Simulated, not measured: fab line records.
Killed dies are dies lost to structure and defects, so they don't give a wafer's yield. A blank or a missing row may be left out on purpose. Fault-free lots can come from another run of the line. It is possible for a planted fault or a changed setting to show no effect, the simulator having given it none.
Chamber matching || flow n5_finfet || 4 sister chambers for N5_DUMMY_GATE_ALD_02 on ald_sin-02
The step deposits SiO2, target thk 2 nm, pulse time 1 s. 30 wafers are shown with their chamber, then 12 later ones without.

== WAFERS WITH THEIR CHAMBER ==
{"wafer": "L074.1", "chamber": 0, "heater_power_w (W)": 526, "precursor_pulse_height_rel": 0.936}
{"wafer": "L074.2", "chamber": 2, "heater_power_w (W)": 402, "precursor_pulse_height_rel": 1.014}
{"wafer": "L074.3", "chamber": 1, "heater_power_w (W)": 393, "precursor_pulse_height_rel": 1.010}
{"wafer": "L074.4", "chamber": 3, "heater_power_w (W)": 408, "precursor_pulse_height_rel": 0.978}
{"wafer": "L074.5", "chamber": 1, "heater_power_w (W)": 395, "precursor_pulse_height_rel": 1.007}
{"wafer": "L074.6", "chamber": 2, "heater_power_w (W)": 388, "precursor_pulse_height_rel": 0.974}
{"wafer": "L076.2", "chamber": 0, "heater_power_w (W)": 509, "precursor_pulse_height_rel": 1.038}
{"wafer": "L076.3", "chamber": 1, "heater_power_w (W)": 389, "precursor_pulse_height_rel": 1.009}
{"wafer": "L076.5", "chamber": 2, "heater_power_w (W)": 401, "precursor_pulse_height_rel": 1.002}
{"wafer": "L078.2", "chamber": 2, "heater_power_w (W)": 392, "precursor_pulse_height_rel": 0.996}
{"wafer": "L078.4", "chamber": 0, "heater_power_w (W)": 517, "precursor_pulse_height_rel": 0.992}
{"wafer": "L078.6", "chamber": 2, "heater_power_w (W)": 403, "precursor_pulse_height_rel": 0.977}
{"wafer": "L079.2", "chamber": 2, "heater_power_w (W)": 396, "precursor_pulse_height_rel": 1.004}
{"wafer": "L079.3", "chamber": 3, "heater_power_w (W)": 400, "precursor_pulse_height_rel": 1.011}
{"wafer": "L079.6", "chamber": 2, "heater_power_w (W)": 397, "precursor_pulse_height_rel": 1.020}
{"wafer": "L080.1", "chamber": 3, "heater_power_w (W)": 413, "precursor_pulse_height_rel": 0.993}
{"wafer": "L080.3", "chamber": 0, "heater_power_w (W)": 524, "precursor_pulse_height_rel": 1.017}
{"wafer": "L080.5", "chamber": 2, "heater_power_w (W)": 385, "precursor_pulse_height_rel": 0.999}
{"wafer": "L081.1", "chamber": 0, "heater_power_w (W)": 531, "precursor_pulse_height_rel": 0.977}
{"wafer": "L081.3", "chamber": 1, "heater_power_w (W)": 387, "precursor_pulse_height_rel": 1.001}
{"wafer": "L081.6", "chamber": 2, "heater_power_w (W)": 402, "precursor_pulse_height_rel": 0.989}
{"wafer": "L082.2", "chamber": 2, "heater_power_w (W)": 387, "precursor_pulse_height_rel": 0.993}
{"wafer": "L082.3", "chamber": 1, "heater_power_w (W)": 387, "precursor_pulse_height_rel": 1.018}
{"wafer": "L082.5", "chamber": 2, "heater_power_w (W)": 393, "precursor_pulse_height_rel": 0.999}
{"wafer": "L085.2", "chamber": 2, "heater_power_w (W)": 393, "precursor_pulse_height_rel": 1.003}
{"wafer": "L085.3", "chamber": 1, "heater_power_w (W)": 385, "precursor_pulse_height_rel": 0.995}
{"wafer": "L085.5", "chamber": 2, "heater_power_w (W)": 406, "precursor_pulse_height_rel": 1.009}
{"wafer": "L087.1", "chamber": 0, "heater_power_w (W)": 525, "precursor_pulse_height_rel": 0.984}
{"wafer": "L087.4", "chamber": 1, "heater_power_w (W)": 394, "precursor_pulse_height_rel": 1.021}
{"wafer": "L087.5", "chamber": 0, "heater_power_w (W)": 519, "precursor_pulse_height_rel": 0.984}

SIGNATURES (means of the wafers above)
{"reading": "heater_power_w", "chamber 0": 521.57, "chamber 1": 390.00, "chamber 2": 395.77, "chamber 3": 407.00, "scatter within a chamber": 6.32}
{"reading": "precursor_pulse_height_rel", "chamber 0": 0.98971, "chamber 1": 1.00871, "chamber 2": 0.99838, "chamber 3": 0.99400, "scatter within a chamber": 0.0189}
Rule: a wafer's distance from a chamber is the root of the sum, over the readings, of the square of ((its reading less the chamber's mean) divided by the reading's scatter). If the next closest chamber is less than 2 further off than the closest, the wafer can't be placed; otherwise it belongs to the closest. The scatter is the square root of a quotient: the sum, over the shown wafers, of each reading's squared deviation from its chamber's mean, divided by wafers minus chambers.

== WAFERS WITHOUT THEIR CHAMBER ==
{"wafer": "L090.1", "heater_power_w (W)": 416, "precursor_pulse_height_rel": 1.003}
{"wafer": "L090.2", "heater_power_w (W)": 403, "precursor_pulse_height_rel": 0.988}
{"wafer": "L090.6", "heater_power_w (W)": 404, "precursor_pulse_height_rel": 0.997}
{"wafer": "L092.1", "heater_power_w (W)": 396, "precursor_pulse_height_rel": 0.996}
{"wafer": "L092.2", "heater_power_w (W)": 525, "precursor_pulse_height_rel": 0.979}
{"wafer": "L092.6", "heater_power_w (W)": 420, "precursor_pulse_height_rel": 1.011}
{"wafer": "L096.2", "heater_power_w (W)": 406, "precursor_pulse_height_rel": 0.979}
{"wafer": "L096.3", "heater_power_w (W)": 402, "precursor_pulse_height_rel": 0.984}
{"wafer": "L096.5", "heater_power_w (W)": 521, "precursor_pulse_height_rel": 1.000}
{"wafer": "L097.1", "heater_power_w (W)": 534, "precursor_pulse_height_rel": 1.010}
{"wafer": "L097.3", "heater_power_w (W)": 404, "precursor_pulse_height_rel": 0.969}
{"wafer": "L097.5", "heater_power_w (W)": 399, "precursor_pulse_height_rel": 1.023}

== THE CHAMBER EACH PASSED THROUGH ==
{"wafer": "L090.1", "from the rows above": "can't be placed: 3 or 2", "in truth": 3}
{"wafer": "L090.2", "from the rows above": "can't be placed: 3 or 2 or 1", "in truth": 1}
{"wafer": "L090.6", "from the rows above": "can't be placed: 3 or 2 or 1", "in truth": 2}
{"wafer": "L092.1", "from the rows above": "can't be placed: 2 or 1 or 3", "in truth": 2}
{"wafer": "L092.2", "from the rows above": 0, "in truth": 0}
{"wafer": "L092.6", "from the rows above": "can't be placed: 3 or 2", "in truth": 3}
{"wafer": "L096.2", "from the rows above": "can't be placed: 3 or 2", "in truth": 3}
{"wafer": "L096.3", "from the rows above": "can't be placed: 3 or 2 or 1", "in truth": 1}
{"wafer": "L096.5", "from the rows above": 0, "in truth": 0}
{"wafer": "L097.1", "from the rows above": 0, "in truth": 0}
{"wafer": "L097.3", "from the rows above": "can't be placed: 3 or 2 or 1", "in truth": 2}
{"wafer": "L097.5", "from the rows above": "can't be placed: 2 or 1 or 3", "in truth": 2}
3 of 12 placed correctly. Unplaceable from these rows: 9, with the true chamber sitting among the candidates in 9. Number placed wrongly: 0.
